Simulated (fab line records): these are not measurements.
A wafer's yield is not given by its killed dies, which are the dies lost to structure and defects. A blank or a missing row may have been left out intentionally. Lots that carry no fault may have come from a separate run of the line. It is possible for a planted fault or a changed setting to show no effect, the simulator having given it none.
Problem report, 8D (eight disciplines) form, completed by code | flow n5Finfet | the parts of the form that need people (team, actions taken, sign-off) are left out

1. WHAT IS WRONG
Wafers free of any fault read 78.8 nm (standard deviation 2.6) for M7_THK at N5_BEOL_M7_THK_MEAS_53, against a mean of 297.5 nm on 9 wafers of 3 lots. Relative to the usual mean, that is a shift of +84 standard deviations.
The step: measures by xrf.
Earliest sighting: wafer L502.1 on filmMetro-01 at day 11 14:29. The record has a number at this step for 24 wafers belonging to 8 lots. Rule for "out" (also "out of limits"): further than 4 standard deviations from the usual mean. The rest of the wafers with a number are treated as sound.

2. WHAT IT IS, AND WHAT IT ISN'T
question                    | is                         | is not
which readings at this step | M7_THK                     | -
which lots                  | L500, L501, L502           | L499, L511, L515, L518, L520
which wafers of those lots  | all that have a number     | -
read on which gauges        | filmMetro-01, filmMetro-02 | -
when                        | from day 11 14:29          | up to then (3 sound wafers); but 12 sound wafers of L511, L515, L518, L520 came after

3. THE SUSPECTS, EACH WITH WHAT RULES IT OUT
Counting: a tool at a process step up to the reading stays a suspect if it ran every lot that is out and no sound lot after the first of them.
- the gauge at N5_BEOL_M7_THK_MEAS_53 is ruled out. Those wafers that are out were read across 2 gauges (filmMetro-01, filmMetro-02).
- cmp-04 at N5_BEOL_M7_CMP_52 (polishes, stops on SiCOH lowk, t overpolish 6.9 s, target thk 80 nm): ruled out as a lasting fault. After its first lot that is out, L502 (day 11 14:11), sound lots L511, L515, L518, L520 ran on it.
Left after counting: nothing in the record.

4. THE CAUSE (what the simulator had put in)
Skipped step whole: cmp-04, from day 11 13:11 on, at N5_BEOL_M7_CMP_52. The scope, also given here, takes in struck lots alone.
Counting ruled it out, wrongly: the rule takes a fault to strike every lot that its tool runs from its start on, and this one did not.

5. THE CHAIN OF EFFECTS, in route order
One row per reading whose mean, taken over the struck wafers that have a number, lies over 3 standard deviations from the usual. Only readings whose record carries a usual standard deviation are examined. hours: median over the lots of the time between each lot's start at the first step of this table that gives one and its start at this step. sigmas: the change, counted in usual standard deviations.
hours | step                    | reading            | usual        | on struck wafers | change | sigmas
0     | N5_BEOL_M7_THK_MEAS_53  | M7_THK             | 78.8 nm      | 297.5            | +218.7 | +84
0     | N5_BEOL_M7_RS_MEAS_57   | M7_RS              | 0.289 ohm/sq | 0.064            | -0.225 | -20
0     | N5_BEOL_M7_INSPECT_58   | rawDefectCount     | 70           | 1293             | +1223  | +53
77    | N5_PASSIVATION_PROBE_49 | defectLimitedYield | 91.2 %       | 0.0              | -91.2  | -61
77    | N5_PASSIVATION_PROBE_49 | killed_at_M4_up    | 14           | 1100             | +1086  | +99 or more
77    | N5_PASSIVATION_PROBE_49 | killedDies         | 104          | 1180             | +1076  | +60
77    | N5_PASSIVATION_PROBE_49 | killedOnRim        | 14           | 152              | +138   | +34
77    | N5_PASSIVATION_PROBE_49 | sortNPass          | 1076         | 0                | -1076  | -60
77    | N5_PASSIVATION_PROBE_49 | sortYieldPct       | 91.2 %       | 0.0              | -91.2  | -61
Its process steps:
- N5_PASSIVATION_PROBE_49
Readings that are blank on the struck wafers while sound wafers have them: barrierFieldEndpointS at N5_BEOL_M7_CMP_52; clearingPlatenDownForcePsi at N5_BEOL_M7_CMP_52; motorCurrentA at N5_BEOL_M7_CMP_52; overpolishRunS at N5_BEOL_M7_CMP_52; timeToEndpointS at N5_BEOL_M7_CMP_52.

6. WHAT WOULD HAVE CAUGHT IT SOONER
In this record the first reading out of limits at a measuring or inspecting step was taken at day 11 14:29, 1 hour after the fault began at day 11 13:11.
At N5_BEOL_M7_CMP_52 the tool's readings are blank on the struck wafers, where sound wafers have them: an empty tool record is the first sign, and it was there at once.
